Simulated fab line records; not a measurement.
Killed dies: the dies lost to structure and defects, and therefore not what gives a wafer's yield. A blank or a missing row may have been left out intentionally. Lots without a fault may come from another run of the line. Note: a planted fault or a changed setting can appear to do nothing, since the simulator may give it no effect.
fab line records	flow n5-finfet
record: lots: 24	wafers: 72	last-day: 17
route steps=1938 shown BEOL_M3@999 BEOL_M4@1034
lots with no fault: from the same line, run without faults
start-h: the number of hours between the record's first day and the start of the first shown wafer of the lot	wait-h: time in hours since the lot's previous step	" unchanged from the row above	L1.1+2: a row that stands for several wafers	- no value, or no start was given	* or withheld: withheld	< > ~ a bound
route shown NAME@n: a module of which the file shows steps, and the number in the route of the first	usual: average and standard deviation across the fault-free wafers	same: alike in all rows	chamber/n: place in a boat	sites: readings site by site	_std_site: the standard deviation of these	_edge_site: inner sites' mean taken away from outer sites' mean	radius-mm: how far each site lies from the wafer's centre	mask NAME#n: copy n	behind: the last tool/chamber to shape the wafer	hold: why the lot was held/for how many hours/how that ended	device: the transistor (n, p or np) that didn't switch	end of line: tests run on the same wafers once the route is complete	a step given without rows: its recipe and nothing more	killed: dies that structure and defects cost at the first sort, which is not the same as the wafer's yield	map: shows each die of a wafer: x if killed, . if not, _ if none is there
set.NAME: setting as actually run; set.NAME@STEP: the setting as run at that earlier step	model.NAME: the simulator's own value behind a step, which no gauge read
the route's steps for a sample of lots (tables are steps, rows are wafers)
services: from which hour (start-h, from the record's first day; less than 0 if before it) a tool's chamber was out of use, for how many hours, and why
== steps ==
step: N5_BEOL_M3_ANNEAL_82
recipe: temp-c: 400	time-s: 240	ambient: vacuum
usual: heater-power-w: 805/81
lot.wafer	tool	chamber	start-h	wait-h	heater-power-w
L074.1	pvd-sputter-03	-	150.55	0.0	659
L074.2	"	-	"	"	896
L074.3	"	-	"	"	820
L075.2	pvd-sputter-02	-	158.73	0.0	775
L075.3	"	-	"	"	842
L075.6	"	-	"	"	756
L076.2	pvd-sputter-02	-	164.97	0.0	833
L076.5	"	-	"	"	841
L076.6	"	-	"	"	778
L077.1	pvd-sputter-03	-	165.06	0.0	654
L077.2	"	-	"	"	774
L077.5	"	-	"	"	641
L078.2	pvd-sputter-01	-	174.03	0.0	927
L078.4	"	-	"	"	761
L078.6	"	-	"	"	776
L079.1	pvd-sputter-01	-	180.33	0.0	778
L079.2	"	-	"	"	773
L079.4	"	-	"	"	939
L080.2	pvd-sputter-03	-	181.17	0.0	879
L080.3	"	-	"	"	625
L080.6	"	-	"	"	890
L082.2	pvd-sputter-03	-	196.24	0.0	831
L082.3	"	-	"	"	884
L082.6	"	-	"	"	871
L081.1	pvd-sputter-03	-	198.08	0.0	610
L081.3	"	-	"	"	819
L081.6	"	-	"	"	742
L083.3	pvd-sputter-01	-	207.19	0.0	779
L083.4	"	-	"	"	750
L083.5	"	-	"	"	946
L084.1	pvd-sputter-01	-	210.19	0.0	912
L084.2	"	-	"	"	915
L084.4	"	-	"	"	758
L086.2	pvd-sputter-03	-	213.65	0.0	739
L086.3	"	-	"	"	642
L086.4	"	-	"	"	876
L085.1	pvd-sputter-03	-	227.81	0.0	660
L085.4	"	-	"	"	882
L085.5	"	-	"	"	860
L087.4	pvd-sputter-01	-	227.93	0.0	783
L087.5	"	-	"	"	731
L087.6	"	-	"	"	877
L088.2	pvd-sputter-03	-	231.09	0.0	639
L088.4	"	-	"	"	825
L088.6	"	-	"	"	827
L089.2	pvd-sputter-01	-	232.54	0.0	932
L089.3	"	-	"	"	771
L089.6	"	-	"	"	748
L090.4	pvd-sputter-03	-	252.22	0.0	647
L090.5	"	-	"	"	649
L090.6	"	-	"	"	805
L091.1	pvd-sputter-02	-	263.27	0.0	750
L091.4	"	-	"	"	814
L091.5	"	-	"	"	752
L092.1	pvd-sputter-01	-	263.51	0.0	915
L092.2	"	-	"	"	762
L092.4	"	-	"	"	765
L093.1	pvd-sputter-03	-	266.71	0.0	867
L093.3	"	-	"	"	744
L093.4	"	-	"	"	790
L094.4	pvd-sputter-02	-	269.78	0.0	815
L094.5	"	-	"	"	894
L094.6	"	-	"	"	797
L095.2	pvd-sputter-03	-	279.04	0.0	760
L095.3	"	-	"	"	656
L095.5	"	-	"	"	787
L096.1	pvd-sputter-02	-	284.29	0.0	761
L096.2	"	-	"	"	887
L096.3	"	-	"	"	847
L097.3	pvd-sputter-02	-	287.37	0.0	814
L097.4	"	-	"	"	772
L097.6	"	-	"	"	841
step: N5_BEOL_M3_ANNEAL_93
recipe: temp-c: 400	time-s: 240	ambient: vacuum
usual: heater-power-w: 806/81
lot.wafer	tool	chamber	start-h	wait-h	heater-power-w
L074.1	pvd-sputter-03	-	151.43	0.0	657
L074.2	"	-	"	"	880
L074.3	"	-	"	"	809
L075.2	pvd-sputter-02	-	159.61	0.0	766
L075.3	"	-	"	"	802
L075.6	"	-	"	"	742
L076.2	pvd-sputter-02	-	165.85	0.0	829
L076.5	"	-	"	"	833
L076.6	"	-	"	"	755
L077.1	pvd-sputter-03	-	165.94	0.0	645
L077.2	"	-	"	"	740
L077.5	"	-	"	"	655
L078.2	pvd-sputter-01	-	174.91	0.0	940
L078.4	"	-	"	"	762
L078.6	"	-	"	"	778
L079.1	pvd-sputter-01	-	181.21	0.0	758
L079.2	"	-	"	"	787
L079.4	"	-	"	"	953
L080.2	pvd-sputter-03	-	182.05	0.0	866
L080.3	"	-	"	"	644
L080.6	"	-	"	"	869
L082.2	pvd-sputter-03	-	197.12	0.0	820
L082.3	"	-	"	"	884
L082.6	"	-	"	"	885
L081.1	pvd-sputter-03	-	198.96	0.0	648
L081.3	"	-	"	"	826
L081.6	"	-	"	"	762
L083.3	pvd-sputter-01	-	208.07	0.0	766
L083.4	"	-	"	"	756
L083.5	"	-	"	"	906
L084.1	pvd-sputter-01	-	211.07	0.0	899
L084.2	"	-	"	"	953
L084.4	"	-	"	"	745
L086.2	pvd-sputter-03	-	214.53	0.0	752
L086.3	"	-	"	"	637
L086.4	"	-	"	"	882
L085.1	pvd-sputter-03	-	228.69	0.0	631
L085.4	"	-	"	"	882
L085.5	"	-	"	"	873
L087.4	pvd-sputter-01	-	228.81	0.0	790
L087.5	"	-	"	"	763
L087.6	"	-	"	"	921
L088.2	pvd-sputter-03	-	231.97	0.0	642
L088.4	"	-	"	"	835
L088.6	"	-	"	"	800
L089.2	pvd-sputter-01	-	233.42	0.0	947
L089.3	"	-	"	"	784
L089.6	"	-	"	"	788
L090.4	pvd-sputter-03	-	253.10	0.0	644
L090.5	"	-	"	"	642
L090.6	"	-	"	"	807
L091.1	pvd-sputter-02	-	264.15	0.0	743
L091.4	"	-	"	"	812
L091.5	"	-	"	"	744
L092.1	pvd-sputter-01	-	264.39	0.0	884
L092.2	"	-	"	"	752
L092.4	"	-	"	"	766
L093.1	pvd-sputter-03	-	267.59	0.0	889
L093.3	"	-	"	"	751
L093.4	"	-	"	"	817
L094.4	pvd-sputter-02	-	270.66	0.0	812
L094.5	"	-	"	"	880
L094.6	"	-	"	"	804
L095.2	pvd-sputter-03	-	279.92	0.0	748
L095.3	"	-	"	"	638
L095.5	"	-	"	"	831
L096.1	pvd-sputter-02	-	285.17	0.0	762
L096.2	"	-	"	"	885
L096.3	"	-	"	"	826
L097.3	pvd-sputter-02	-	288.25	0.0	795
L097.4	"	-	"	"	748
L097.6	"	-	"	"	842
step: N5_BEOL_M3_CMP_52
recipe: stop-on: SiOC	t-overpolish-s: 6.8	down-force-psi: 1	platen-rpm: 50	clearing-platen-down-force-psi: 1.5	clearing-platen-rpm: 50	post-cmp-clean: cu-alkaline	target-thk-nm: 40	clearing-platen-pad-velocity-m-s: 0.99484	pad-velocity-m-s: 0.99484
usual: barrier-field-endpoint-s: 25.0/0.7	head-pressure-psi: 0.9997/0.002	motor-current-A: 5.8/0.51	overpolish-run-s: 6.800/0.0098	slurry-flow-ml-min: 150.0/0.45	time-to-endpoint-s: 64/3.3
lot.wafer	tool	chamber	start-h	wait-h	barrier-field-endpoint-s	head-pressure-psi	motor-current-A	overpolish-run-s	slurry-flow-ml-min	time-to-endpoint-s
L074.1	cmp-01	3	152.29	0.3	25.6	0.9986	5.8	6.798	150.7	66
L074.3	"	1	"	"	26.2	0.9996	5.0	6.787	150.2	70
L074.2	"	2	"	"	25.9	1.0030	5.5	6.802	151.2	68
L075.2	cmp-02	0	160.46	0.2	24.5	0.9977	6.4	6.801	150.2	65
L075.3	"	2	"	"	25.2	1.0007	6.1	6.795	149.8	68
L075.6	"	1	"	"	25.4	1.0029	6.3	6.780	150.5	69
L076.2	cmp-04	0	166.78	0.3	25.1	1.0030	6.1	6.811	150.7	64
L076.6	"	2	"	"	24.7	1.0007	6.0	6.820	150.5	56
L076.5	"	3	"	"	24.0	1.0024	5.7	6.808	149.5	58
L077.2	cmp-02	1	166.89	0.3	25.9	0.9985	6.8	6.812	150.4	68
L077.1	"	2	"	"	25.9	1.0003	6.5	6.816	149.9	68
L077.5	"	0	"	"	26.1	0.9994	6.2	6.790	150.2	67
L078.2	cmp-02	2	175.76	0.2	25.4	0.9995	6.7	6.808	150.1	63
L078.4	"	1	"	"	26.5	0.9987	6.5	6.785	150.0	69
L078.6	"	2	"	"	25.5	0.9997	6.4	6.800	150.3	65
L079.1	cmp-02	0	182.07	0.3	25.4	1.0007	6.0	6.806	150.0	62
L079.4	"	1	"	"	25.5	1.0001	6.5	6.811	150.3	67
L079.2	"	2	"	"	25.5	0.9992	6.5	6.793	149.6	65
L080.3	cmp-04	2	182.94	0.2	24.2	0.9964	6.2	6.799	149.3	59
L080.2	"	3	"	"	23.9	1.0003	5.5	6.802	150.7	60
L080.6	"	2	"	"	24.1	0.9977	6.0	6.801	150.1	59
L082.2	cmp-01	0	198.05	0.3	25.1	0.9991	5.4	6.803	150.1	67
L082.3	"	1	"	"	25.1	1.0031	5.3	6.797	150.4	69
L082.6	"	3	"	"	25.0	0.9996	5.7	6.803	150.6	66
L081.1	cmp-01	0	200.08	0.5	24.9	0.9991	5.2	6.808	149.9	62
L081.3	"	2	"	"	24.2	0.9991	5.0	6.806	150.2	67
L081.6	"	3	"	"	24.8	1.0022	5.4	6.796	149.3	61
L083.3	cmp-01	2	209.34	0.2	24.9	1.0042	5.0	6.813	150.2	60
L083.4	"	0	"	"	25.5	1.0021	5.2	6.811	149.1	60
L083.5	"	2	"	"	25.3	1.0025	5.4	6.803	149.9	61
L084.2	cmp-02	2	211.92	0.2	24.7	0.9986	6.3	6.799	149.7	62
L084.1	"	0	"	"	24.2	0.9995	6.4	6.806	149.6	59
L084.4	"	1	"	"	25.4	1.0010	6.6	6.816	150.2	63
L086.4	cmp-01	1	215.40	0.1	25.4	0.9968	5.1	6.802	150.4	67
L086.2	"	2	"	"	24.6	0.9996	5.2	6.809	150.6	62
L086.3	"	3	"	"	24.4	0.9981	5.8	6.808	150.3	60
L085.1	cmp-04	3	229.59	0.3	24.6	0.9965	5.5	6.800	149.5	62
L085.4	"	1	"	"	23.6	0.9970	5.3	6.799	150.0	58
L085.5	"	0	"	"	25.1	0.9983	6.5	6.795	150.2	63
L087.4	cmp-04	2	229.86	0.3	24.8	0.9954	6.0	6.792	149.8	65
L087.6	"	1	"	"	24.3	1.0017	5.3	6.796	149.0	63
L087.5	"	2	"	"	24.7	0.9956	5.7	6.800	150.1	64
L088.4	cmp-02	2	232.87	0.2	25.5	0.9989	6.5	6.808	150.6	69
L088.2	"	0	"	"	26.1	1.0013	5.9	6.802	150.2	67
L088.6	"	2	"	"	26.2	0.9972	6.5	6.792	150.2	67
L089.2	cmp-04	1	234.27	0.2	24.2	0.9999	5.5	6.813	150.6	60
L089.3	"	0	"	"	25.1	1.0022	6.4	6.804	150.7	61
L089.6	"	2	"	"	25.0	1.0008	6.4	6.801	150.2	58
L090.4	cmp-01	1	254.07	0.2	24.9	1.0020	5.0	6.801	149.6	65
L090.5	"	2	"	"	26.0	0.9991	5.4	6.797	149.4	65
L090.6	"	3	"	"	24.6	1.0005	6.0	6.806	150.5	61
L091.1	cmp-02	3	265.00	0.3	25.5	0.9993	5.5	6.799	150.2	66
L091.4	"	2	"	"	25.7	0.9988	6.6	6.819	150.2	64
L091.5	"	3	"	"	24.5	1.0010	5.9	6.795	150.3	65
L092.2	cmp-01	1	265.27	0.2	25.4	0.9980	5.0	6.791	150.3	66
L092.1	"	2	"	"	25.9	1.0003	5.2	6.806	150.1	67
L092.4	"	0	"	"	26.0	1.0008	5.5	6.793	150.2	64
L093.4	cmp-04	2	268.92	0.2	23.8	1.0040	6.0	6.810	150.7	63
L093.1	"	3	"	"	24.7	1.0020	5.4	6.775	150.2	63
L093.3	"	0	"	"	25.2	1.0008	6.4	6.805	150.4	66
L094.4	cmp-04	2	271.56	0.2	24.6	0.9993	6.0	6.823	149.1	59
L094.5	"	1	"	"	24.6	0.9998	5.8	6.807	149.9	60
L094.6	"	2	"	"	24.9	0.9963	6.2	6.796	149.9	63
L095.3	cmp-04	1	280.77	0.2	23.4	0.9999	5.7	6.787	149.7	58
L095.2	"	0	"	"	25.5	0.9985	6.4	6.800	149.5	65
L095.5	"	1	"	"	24.7	1.0007	5.5	6.793	149.8	62
L096.1	cmp-02	1	286.06	0.3	25.4	1.0021	6.5	6.805	149.7	67
L096.2	"	2	"	"	24.6	1.0015	6.2	6.789	149.5	66
L096.3	"	3	"	"	23.4	0.9975	5.8	6.799	149.7	61
L097.4	cmp-01	3	289.11	0.1	25.0	1.0015	5.8	6.808	149.6	61
L097.3	"	1	"	"	25.3	0.9995	4.8	6.789	149.8	66
L097.6	"	3	"	"	25.6	1.0027	5.7	6.800	149.8	61
step: N5_BEOL_M3_RS_MEAS_58
recipe: thk-meas-gauge: four-point-probe	reads: Co_of_BEOL_M3_CO_CAP_55+Cu_of_BEOL_M3_ECD_50+Co_of_BEOL_M3_CVD_47+TaN_of_BEOL_M3_ALD_84
usual: M3_RS: 0.66/0.031
lot.wafer	tool	chamber	start-h	wait-h	M3_RS[ohm/sq]
L074.1	film-metro-02	-	152.84	0.0	0.64
L074.2	"	-	"	"	0.65
L074.3	"	-	"	"	0.64
L075.2	film-metro-01	-	161.03	0.1	0.64
L075.3	"	-	"	"	0.61
L075.6	"	-	"	"	0.62
L076.2	film-metro-02	-	167.30	0.1	0.70
L076.5	"	-	"	"	0.69
L076.6	"	-	"	"	0.68
L077.1	film-metro-02	-	167.37	0.1	0.68
L077.2	"	-	"	"	0.69
L077.5	"	-	"	"	0.69
L078.2	film-metro-02	-	176.35	0.1	0.69
L078.4	"	-	"	"	0.63
L078.6	"	-	"	"	0.64
L079.1	film-metro-02	-	182.62	0.0	0.66
L079.2	"	-	"	"	0.65
L079.4	"	-	"	"	0.62
L080.2	film-metro-01	-	183.46	0.1	0.70
L080.3	"	-	"	"	0.66
L080.6	"	-	"	"	0.70
L082.2	film-metro-02	-	198.56	0.1	0.64
L082.3	"	-	"	"	0.59
L082.6	"	-	"	"	0.64
L081.1	film-metro-01	-	200.83	0.0	0.67
L081.3	"	-	"	"	0.65
L081.6	"	-	"	"	0.63
L083.3	film-metro-01	-	209.87	0.1	0.65
L083.4	"	-	"	"	0.67
L083.5	"	-	"	"	0.65
L084.1	film-metro-01	-	212.58	0.0	0.67
L084.2	"	-	"	"	0.67
L084.4	"	-	"	"	0.63
L086.2	film-metro-01	-	215.96	0.1	0.66
L086.3	"	-	"	"	0.65
L086.4	"	-	"	"	0.64
L085.1	film-metro-02	-	230.18	0.1	0.68
L085.4	"	-	"	"	0.63
L085.5	"	-	"	"	0.61
L087.4	film-metro-02	-	230.38	0.0	0.64
L087.5	"	-	"	"	0.69
L087.6	"	-	"	"	0.67
L088.2	film-metro-02	-	233.41	0.1	0.65
L088.4	"	-	"	"	0.64
L088.6	"	-	"	"	0.63
L089.2	film-metro-02	-	234.83	0.1	0.71
L089.3	"	-	"	"	0.68
L089.6	"	-	"	"	0.67
L090.4	film-metro-02	-	254.51	0.0	0.60
L090.5	"	-	"	"	0.61
L090.6	"	-	"	"	0.65
L091.1	film-metro-02	-	265.56	0.0	0.69
L091.4	"	-	"	"	0.63
L091.5	"	-	"	"	0.66
L092.1	film-metro-02	-	265.84	0.0	0.66
L092.2	"	-	"	"	0.65
L092.4	"	-	"	"	0.62
L093.1	film-metro-02	-	269.44	0.0	0.68
L093.3	"	-	"	"	0.68
L093.4	"	-	"	"	0.65
L094.4	film-metro-02	-	272.08	0.0	0.64
L094.5	"	-	"	"	0.70
L094.6	"	-	"	"	0.67
L095.2	film-metro-02	-	281.33	0.1	0.65
L095.3	"	-	"	"	0.71
L095.5	"	-	"	"	0.67
L096.1	film-metro-01	-	286.58	0.0	0.66
L096.2	"	-	"	"	0.66
L096.3	"	-	"	"	0.68
L097.3	film-metro-02	-	289.66	0.1	0.63
L097.4	"	-	"	"	0.61
L097.6	"	-	"	"	0.62
step: N5_BEOL_M4_CD_MEAS_11
recipe: target-cd-nm: 16.79	landing-energy-ev: 500	detector: se-inlens	polarity: opening
usual: cd-nm: 16.74/0.26
lot.wafer	tool	chamber	start-h	wait-h	cd-nm
L074.1	cd-sem-02	0	153.90	-	16.93
L074.2	"	0	"	"	16.47
L074.3	"	0	"	"	17.07
L075.2	cd-sem-02	0	163.82	-	16.40
L075.3	"	0	"	"	16.60
L075.6	"	0	"	"	16.37
L076.2	cd-sem-01	0	168.48	-	16.78
L076.5	"	0	"	"	17.25
L076.6	"	0	"	"	16.74
L077.1	cd-sem-03	0	168.65	-	16.80
L077.2	"	0	"	"	17.32
L077.5	"	0	"	"	17.13
L078.2	cd-sem-03	0	177.01	-	16.83
L078.4	"	0	"	"	16.62
L078.6	"	0	"	"	16.67
L079.1	cd-sem-02	0	184.57	-	16.38
L079.2	"	0	"	"	16.62
L079.4	"	0	"	"	16.92
L080.2	cd-sem-03	0	184.81	-	16.70
L080.3	"	0	"	"	16.88
L080.6	"	0	"	"	17.13
L082.2	cd-sem-02	0	199.76	-	16.88
L082.3	"	0	"	"	16.46
L082.6	"	0	"	"	16.33
L081.1	cd-sem-03	0	202.11	-	16.89
L081.3	"	0	"	"	16.34
L081.6	"	0	"	"	17.04
L083.3	cd-sem-03	0	212.23	-	16.81
L083.4	"	0	"	"	16.96
L083.5	"	0	"	"	16.89
L084.1	cd-sem-01	0	213.24	-	16.81
L084.2	"	0	"	"	16.62
L084.4	"	0	"	"	16.78
L086.2	cd-sem-03	0	218.59	-	16.80
L086.3	"	0	"	"	16.54
L086.4	"	0	"	"	16.73
L085.1	cd-sem-01	0	230.87	-	16.45
L085.4	"	0	"	"	17.05
L085.5	"	0	"	"	16.89
L087.4	cd-sem-03	0	231.06	-	16.84
L087.5	"	0	"	"	16.77
L087.6	"	0	"	"	16.74
L088.2	cd-sem-03	0	234.51	-	16.76
L088.4	"	0	"	"	16.79
L088.6	"	0	"	"	16.57
L089.2	cd-sem-03	0	235.83	-	16.70
L089.3	"	0	"	"	16.85
L089.6	"	0	"	"	16.53
L090.4	cd-sem-01	0	257.88	-	16.32
L090.5	"	0	"	"	16.71
L090.6	"	0	"	"	16.63
L091.1	cd-sem-03	0	266.48	-	16.78
L091.4	"	0	"	"	16.75
L091.5	"	0	"	"	16.50
L092.1	cd-sem-01	0	267.68	-	16.67
L092.2	"	0	"	"	16.70
L092.4	"	0	"	"	16.75
L093.1	cd-sem-02	0	271.51	-	16.66
L093.3	"	0	"	"	16.33
L093.4	"	0	"	"	17.07
L094.4	cd-sem-03	0	275.11	-	17.07
L094.5	"	0	"	"	16.89
L094.6	"	0	"	"	17.11
L095.2	cd-sem-02	0	282.76	-	17.13
L095.3	"	0	"	"	16.54
L095.5	"	0	"	"	16.67
L096.1	cd-sem-01	0	290.49	-	16.69
L096.2	"	0	"	"	16.94
L096.3	"	0	"	"	16.62
L097.3	cd-sem-02	0	291.03	-	16.34
L097.4	"	0	"	"	16.45
L097.6	"	0	"	"	16.56
step: N5_BEOL_M4_CD_MEAS_18
recipe: pitch-nm: 36	target-cd-nm: 18
usual: cd-nm: 17.9/0.31
lot.wafer	tool	chamber	start-h	wait-h	cd-nm
L074.1	cd-sem-02	-	154.45	0.0	18.1
L074.2	"	-	"	"	18.5
L074.3	"	-	"	"	18.3
L075.2	cd-sem-02	-	164.44	0.1	17.9
L075.3	"	-	"	"	18.2
L075.6	"	-	"	"	18.0
L076.2	cd-sem-01	-	169.04	0.1	18.0
L076.5	"	-	"	"	18.4
L076.6	"	-	"	"	18.1
L077.1	cd-sem-01	-	169.21	0.0	17.8
L077.2	"	-	"	"	18.0
L077.5	"	-	"	"	17.8
L078.2	cd-sem-03	-	177.56	0.1	17.8
L078.4	"	-	"	"	17.9
L078.6	"	-	"	"	18.2
L079.1	cd-sem-03	-	185.14	0.0	17.7
L079.2	"	-	"	"	18.1
L079.4	"	-	"	"	17.8
L080.2	cd-sem-03	-	185.39	0.1	17.9
L080.3	"	-	"	"	18.1
L080.6	"	-	"	"	18.1
L082.2	cd-sem-02	-	200.40	0.1	17.7
L082.3	"	-	"	"	17.9
L082.6	"	-	"	"	17.7
L081.1	cd-sem-02	-	202.80	0.0	17.8
L081.3	"	-	"	"	17.8
L081.6	"	-	"	"	18.0
L083.3	cd-sem-02	-	212.79	0.1	18.1
L083.4	"	-	"	"	18.0
L083.5	"	-	"	"	17.9
L084.1	cd-sem-03	-	214.21	0.0	18.3
L084.2	"	-	"	"	18.0
L084.4	"	-	"	"	18.1
L086.2	cd-sem-01	-	219.14	0.1	18.8
L086.3	"	-	"	"	18.1
L086.4	"	-	"	"	17.8
L085.1	cd-sem-02	-	231.48	0.0	18.3
L085.4	"	-	"	"	18.7
L085.5	"	-	"	"	17.8
L087.4	cd-sem-02	-	231.74	0.1	17.7
L087.5	"	-	"	"	17.8
L087.6	"	-	"	"	18.1
L088.2	cd-sem-03	-	235.27	0.1	18.0
L088.4	"	-	"	"	17.7
L088.6	"	-	"	"	17.5
L089.2	cd-sem-02	-	236.44	0.1	17.9
L089.3	"	-	"	"	17.8
L089.6	"	-	"	"	17.3
L090.4	cd-sem-03	-	258.62	0.1	17.9
L090.5	"	-	"	"	17.8
L090.6	"	-	"	"	17.5
L091.1	cd-sem-03	-	267.04	0.0	18.0
L091.4	"	-	"	"	18.2
L091.5	"	-	"	"	17.6
L092.1	cd-sem-02	-	268.24	0.0	18.0
L092.2	"	-	"	"	18.5
L092.4	"	-	"	"	17.6
L093.1	cd-sem-02	-	272.47	0.0	17.2
L093.3	"	-	"	"	17.9
L093.4	"	-	"	"	18.1
L094.4	cd-sem-02	-	275.66	0.1	18.1
L094.5	"	-	"	"	18.1
L094.6	"	-	"	"	17.9
L095.2	cd-sem-01	-	283.32	0.1	17.6
L095.3	"	-	"	"	17.6
L095.5	"	-	"	"	17.6
L096.1	cd-sem-01	-	291.34	0.0	17.8
L096.2	"	-	"	"	18.0
L096.3	"	-	"	"	18.0
L097.3	cd-sem-02	-	291.75	0.1	17.6
L097.4	"	-	"	"	18.0
L097.6	"	-	"	"	18.5
== services ==
tool	chamber	start-h	hours	kind
cmp-04	-	128.42	0.5	repair
pvd-sputter-01	-	129.27	6.9	repair
pvd-sputter-01	-	161.78	0.8	repair
cmp-01	-	165.80	0.3	repair
cmp-01	-	182.22	4.0	pm
cmp-01	-	186.22	-	consumable-replace:conditioner
cmp-01	-	186.22	-	consumable-replace:pad
cmp-01	-	186.22	4.1	pm
cmp-04	-	209.70	5.9	pm
cmp-02	-	220.16	4.0	pm
cmp-01	-	238.83	2.8	repair
cmp-02	-	243.49	2.6	repair
cmp-04	-	275.28	4.1	repair
== key ==
fault none
